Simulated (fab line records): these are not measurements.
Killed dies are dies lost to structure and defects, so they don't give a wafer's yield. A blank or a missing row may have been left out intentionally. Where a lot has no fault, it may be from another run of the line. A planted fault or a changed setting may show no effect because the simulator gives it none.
Comparing a struck lot with a sound one | flow n5-finfet | 38 steps out of a route of 1938
Sound: these wafers, L212.2, L212.3, L212.5. Struck: wafer L224.3. (L224.2, L224.6 of the same lot were not struck and are left out.) The cause comes at the end.
At each step with rows: each side's tool, then ch and its chambers, then its first start. Under that, the readings that differ: sound wafers | struck wafers | difference of the means | sigmas: that difference in standard deviations of wafers without a fault.
alike: same words and numbers on both sides, and readings whose means sit less than 2 such deviations apart. not compared: any withheld reading, any reading some wafer has no value for, any bound like >300 that may hide the same value, and any number with overlapping values for which the record gives no deviation.
Wherever a step has rows on one side only, a row that says differs or no value, or a row with sigmas, the two part there. Non-overlapping numbers with no deviation appear without sigmas and do not part them. A reading missing from all wafers of one side parts the sides only when that side holds two or more wafers.

first, 9 steps without rows for these wafers: N5_BEOL_M3_COAT_76 (time 60 s, resist thk 5 nm); N5_BEOL_M3_COAT_22 (resist thk 30 nm); N5_BEOL_M3_EBR_24; N5_BEOL_M3_SOFTBAKE_23 (time 60 s); N5_BEOL_M3_EXPOSE_25 (exposes mask V2, defocus 5 nm); N5_BEOL_M3_PEB_26 (peb time 60 s); N5_BEOL_M3_DEVELOP_27 (develop time 30 s); N5_BEOL_M3_DESCUM_33 (chemistry O2, time 7 s); N5_BEOL_M3_ETCH_77 (etches underlayer in N2/H2, target depth 6.5 nm, time 5.2 s).
N5_BEOL_M3_ETCH_69: etches SiARC in CF4, target depth 15.6 nm, time 26 s.
  sound on rie-diel-01 ch 0,1,2, day 6 23:23; struck on rie-diel-01 ch 2, day 11 03:13
  alike: drypump-motor-current-A, etch-rf-on-time-s, oes-product-au, rf-vpp-V, showerhead-plenum-p-Torr, throttle-valve-pct
  not compared: rf-hours-counter-h
then, 27 steps without rows for these wafers: N5_BEOL_M3_ALD_98 (deposits SiO2, target thk 2.5 nm, pulse time 1 s, co reactant pulse time 1 s); N5_BEOL_M3_ETCHBACK_99 (etches SiO2 in CHF3, target depth 5 nm, time 10.4 s); N5_BEOL_M3_ETCH_70 (etches SOC in N2/H2, target depth 80 nm, overetch 16 nm, time 120 s); N5_BEOL_M3_STRIP_71 (strips in N2/H2); N5_BEOL_M3_STRIP_78 (strips in N2/H2); N5_BEOL_M3_VIA_ETCH_34 (etches the open film in C4F6/O2, target depth 69.4 nm, time 65.9 s); N5_BEOL_M3_STRIP_83 (strips in C4F6/O2); N5_BEOL_M3_STRIP_36 (strips in N2/H2); N5_BEOL_M3_TRENCH_ETCH_37 (etches SiOC in C4F6/O2, target depth 55.555 nm, time 29.2 s); N5_BEOL_M3_ETCH_41 (etches SiCN in CH3F/O2, target depth 29.9 nm, time 52.5 s); N5_BEOL_M3_STRIP_97 (strips in N2/H2, time 10 s); N5_BEOL_M3_HM_STRIP_39 (strips TiN in peroxide tin strip, target depth 25 nm, time 158 s); N5_BEOL_M3_SRD_40 (time 30 s); N5_BEOL_M3_PRECLEAN_42 (cleans in residue remover, time 60 s); N5_BEOL_M3_SRD_43 (time 30 s); N5_BEOL_M3_DEGAS_44 (time 60 s); N5_BEOL_M3_PRE_CLEAN_45 (time 30 s); N5_BEOL_M3_ALD_84 (deposits TaN, pulse time 2 s, purge time 3 s, co reactant purge time 2 s); N5_BEOL_M3_SURFACE_TREAT_85; N5_BEOL_M3_CVD_47 (deposits Co from CCTBA/H2, target thk 3 nm, time 223.8 s); N5_BEOL_M3_SPUTTER_48 (material Cu, target thk 4.5 nm, time 8.29 s); N5_BEOL_M3_ANNEAL_49 (time 240 s); N5_BEOL_M3_SPUTTER_79 (material Cu, target thk 4.5 nm, time 8.29 s); N5_BEOL_M3_ANNEAL_80 (time 240 s); N5_BEOL_M3_SPUTTER_81 (material Cu, target thk 4.5 nm, time 8.29 s); N5_BEOL_M3_ANNEAL_82 (time 240 s); N5_BEOL_M3_SPUTTER_86 (material Cu, target thk 4.5 nm, time 8.29 s).
-- a jump in the record: the struck wafers' starts before and after are 5 days apart (it breaks off in module BEOL_M3 and resumes in module PASSIVATION, where the first step shown is number 1936 of the route) --
N5_PASSIVATION_PROBE_49:
  struck on prober-02, day 16 14:13; sound on prober-01, day 12 09:20
  reading                  | sound          | struck | difference | sigmas
  defect-limited-yield (%) | 88.9 91.5 86.9 | 78.1   | -11.0      | -8
  killed_at_M0_to_M3       | 25 17 37       | 189    | +163       | +16
  killed-at-contacts       | 20 23 31       | 8      | -17        | -3
  killed-dies              | 131 100 155    | 258    | +129       | +8
  sort_bin_5_function (%)  | 7.0 4.6 7.8    | 13.5   | +7.0       | +8
  sort_bin_6_memory (%)    | 3.4 3.3 4.9    | 5.6    | +1.7       | +3
  sort-n-pass              | 1049 1080 1025 | 922    | -129       | -8
  sort-yield-pct (%)       | 88.9 91.5 86.9 | 78.1   | -11.0      | -8
  alike: killed_at_M4_up, killed-at-front-end, killed-at-other, killed-open, killed-short

== WHERE THEY PART ==
At N5_PASSIVATION_PROBE_49 and nowhere else, as far as this record goes.

WHY: what had been put in by the simulator
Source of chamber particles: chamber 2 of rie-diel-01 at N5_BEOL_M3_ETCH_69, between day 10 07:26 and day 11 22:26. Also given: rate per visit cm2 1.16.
